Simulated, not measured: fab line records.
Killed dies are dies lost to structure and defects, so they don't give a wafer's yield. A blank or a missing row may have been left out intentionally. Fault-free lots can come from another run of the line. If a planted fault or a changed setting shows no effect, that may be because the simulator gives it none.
Matching of chambers | flow n5_finfet | N5_BEOL_M9_ETCH_65 on rie_diel-04 has 4 sister chambers
The step etches SiARC in CF4, target depth 15.6 nm, time 26 s. 14 wafers are shown with their chamber, then 6 later ones without.

== WAFERS, EACH WITH ITS CHAMBER ==
wafer  | chamber | drypump_motor_current_A (A) | showerhead_plenum_p_Torr (Torr) | throttle_valve_pct (%)
L709.1 | 1       | 5.4                         | 2.09                            | 15.30
L709.3 | 3       | 5.7                         | 2.19                            | 15.70
L709.6 | 1       | 5.3                         | 2.09                            | 15.30
L711.1 | 0       | 5.9                         | 2.13                            | 15.44
L711.3 | 2       | 6.4                         | 2.18                            | 15.68
L711.6 | 3       | 5.7                         | 2.19                            | 15.72
L714.1 | 2       | 6.4                         | 2.18                            | 15.70
L714.3 | 0       | 5.9                         | 2.13                            | 15.45
L714.4 | 1       | 5.4                         | 2.08                            | 15.31
L716.1 | 3       | 5.7                         | 2.18                            | 15.73
L716.4 | 0       | 5.9                         | 2.13                            | 15.47
L716.5 | 3       | 5.7                         | 2.18                            | 15.72
L719.2 | 0       | 5.9                         | 2.13                            | 15.49
L719.3 | 2       | 6.4                         | 2.18                            | 15.71

SIGNATURES, as means of the wafers listed above
reading                  | chamber 0 | chamber 1 | chamber 2 | chamber 3 | scatter within a chamber
drypump_motor_current_A  | 5.900     | 5.367     | 6.400     | 5.700     | 0.0258
showerhead_plenum_p_Torr | 2.1300    | 2.0867    | 2.1800    | 2.1850    | 0.00408
throttle_valve_pct       | 15.4625   | 15.3033   | 15.6967   | 15.7175   | 0.0158
Rule: for a wafer and a chamber, the distance is found by dividing, reading by reading, the gap between the wafer's reading and the chamber's mean by the reading's scatter, squaring, summing and taking the root. The wafer belongs to the nearest chamber; if the next one is less than 2 further off, it can't be placed. The scatter: the root of (the sum of the squares of (reading less its chamber's mean) over the shown wafers, divided by (wafers less chambers)).

== WAFERS MISSING THEIR CHAMBER ==
wafer  | drypump_motor_current_A (A) | showerhead_plenum_p_Torr (Torr) | throttle_valve_pct (%)
L719.5 | 5.9                         | 2.13                            | 15.49
L720.5 | 6.4                         | 2.18                            | 15.73
L720.6 | 5.3                         | 2.08                            | 15.33
L732.1 | 5.9                         | 2.12                            | 15.53
L732.2 | 6.4                         | 2.17                            | 15.78
L732.3 | 5.3                         | 2.07                            | 15.40

== CHAMBER TAKEN BY EACH ==
wafer  | from the rows above | in truth
L719.5 | 0                   | 0
L720.5 | 2                   | 2
L720.6 | 1                   | 1
L732.1 | 0                   | 0
L732.2 | 2                   | 2
L732.3 | 1                   | 1
Correct placement for 6 of the 6. From these rows, 0 cannot be placed. 0 placed wrongly.
